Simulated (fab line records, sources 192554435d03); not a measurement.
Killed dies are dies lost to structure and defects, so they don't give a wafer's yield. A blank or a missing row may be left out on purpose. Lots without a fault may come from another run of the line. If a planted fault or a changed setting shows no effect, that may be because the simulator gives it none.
Matching of chambers	flow n5Finfet	uvCure-03 running N5_BEOL_M7_CURE_74: 3 sister chambers
The step cures SiCOH lowk, time 240 s. 3 wafers are shown with their chamber, then 12 later ones without.

== EACH WAFER AND ITS CHAMBER ==
wafer	chamber	wafer_temp_C_max
L087.5	1	386.3
L088.5	0	386.9
L090.6	2	387.2

== WAFERS WITHOUT THEIR CHAMBER ==
wafer	wafer_temp_C_max
L091.1	387.2
L091.2	387.5
L091.6	387.2
L093.2	387.8
L093.4	387.6
L093.5	387.0
L096.2	386.4
L096.4	386.3
L096.5	386.5
L097.1	385.9
L097.3	386.5
L097.5	386.2

== WHICH CHAMBER EACH ONE RAN IN ==
wafer	from the rows above	in truth
L091.1	can't be placed: 2 or 0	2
L091.2	can't be placed: 2 or 0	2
L091.6	can't be placed: 2 or 0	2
L093.2	can't be placed: 2 or 0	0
L093.4	can't be placed: 2 or 0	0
L093.5	can't be placed: 0 or 2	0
L096.2	can't be placed: 1 or 0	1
L096.4	1	1
L096.5	can't be placed: 1 or 0 or 2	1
L097.1	1	1
L097.3	can't be placed: 1 or 0 or 2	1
L097.5	1	1
Correctly placed: 3 of 12. Can't be placed from these rows: 9 (the true chamber is among the candidates in 9). Placed wrongly: 0.
How it was worked out, from the rows above alone: a wafer's distance from a chamber is the root of the sum, over the readings, of the square of ((its reading less the chamber's mean) divided by the reading's scatter). If the next closest chamber is less than 2 further off than the closest, the wafer can't be placed; otherwise it belongs to the closest. Each chamber's mean is taken over the wafers shown for it. The scatter: with one shown wafer a chamber, the root of the mean of the squares of how far each hidden wafer lies from its nearest shown one.
